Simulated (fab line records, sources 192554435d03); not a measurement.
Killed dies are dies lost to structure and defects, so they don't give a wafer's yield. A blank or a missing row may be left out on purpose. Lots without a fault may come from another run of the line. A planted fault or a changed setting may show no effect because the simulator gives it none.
Problem report in the 8D (eight disciplines) form, filled by code | flow n5_finfet | the parts of the form that need people (team, actions taken, sign-off) are left out

1. THE PROBLEM
oes_product_au at N5_DUMMY_GATE_ETCH_32 reads a mean of 0.789 a.u. on 1 wafer of 1 lot; wafers without a fault read 0.997 a.u. with a standard deviation of 0.021. That is -9.9 standard deviations from the usual mean.
The step: etches SiO2 in CF4, target depth 3.5 nm, time 3.9 s.
First seen on wafer L303.3, day 5 08:29, on rie_si-06. The record holds 28 wafers of 11 lots with a number at this step. Rule for "out", or "out of limits": more than 4 standard deviations from the usual mean. The other wafers with a number count as sound.

2. WHAT IT IS AND WHAT IT IS NOT
question                    | is               | is not
which readings at this step | oes_product_au   | drypump_motor_current_A, throttle_valve_pct
which lots                  | L303             | L294, L295, L297, L298, L306, L309, L310, L315, L316, L317
which wafers of those lots  | L303.3           | L303.4
read on which tools         | rie_si-06        | rie_si-02, rie_si-04
when                        | from day 5 08:29 | up to then (13 sound wafers); but 14 sound wafers of L306, L309, L310, L315, L316, L317 came after

3. SUSPECTS, AND WHAT RULES EACH OUT
Counting: a tool at a process step up to the reading stays a suspect if it ran every lot that is out. Sound lots after the first of them don't rule it out here, since some wafers of a struck lot are sound.
- rie_si-06 at N5_DUMMY_GATE_ETCH_32 (etches SiO2 in CF4, target depth 3.5 nm, time 3.9 s): kept. It ran the lot that is out, L303 (day 5 08:29); its last sound lot up to then is L298 (day 4 00:01). Its own readings are out on those wafers: oes_product_au.
Left after counting: rie_si-06 at N5_DUMMY_GATE_ETCH_32.

4. THE CAUSE (what the simulator had put in)
Process parameter drift: rie_si-06, from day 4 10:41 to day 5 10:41, at N5_DUMMY_GATE_ETCH_32. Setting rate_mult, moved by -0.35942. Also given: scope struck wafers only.
Counting left only this tool.

5. THE CHAIN OF EFFECTS, in route order
Each row: a reading whose mean over the struck wafers that have a number lies more than 3 standard deviations from the usual. Only readings for which the record gives a usual standard deviation are gone through. hours: the time from each lot's start at the first step in this table that gives one to its start at this step, as a median over the lots. sigmas: the change in usual standard deviations.
hours | step                  | reading        | usual      | on struck wafers | change | sigmas
0     | N5_DUMMY_GATE_ETCH_32 | oes_product_au | 0.997 a.u. | 0.789            | -0.208 | -9.9
The process steps in it:
- N5_DUMMY_GATE_ETCH_32: etches SiO2 in CF4, target depth 3.5 nm, time 3.9 s.
Later measuring or inspecting steps at which every struck wafer that the step has a row for has a number for every such reading, and none has moved that far: N5_DUMMY_GATE_INSPECT_27, N5_BEOL_M4_RC_MEAS_101.

6. WHAT WOULD HAVE CAUGHT IT SOONER
In this record the first reading out of limits was taken at day 5 08:29, 22 hours after the fault began at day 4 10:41.
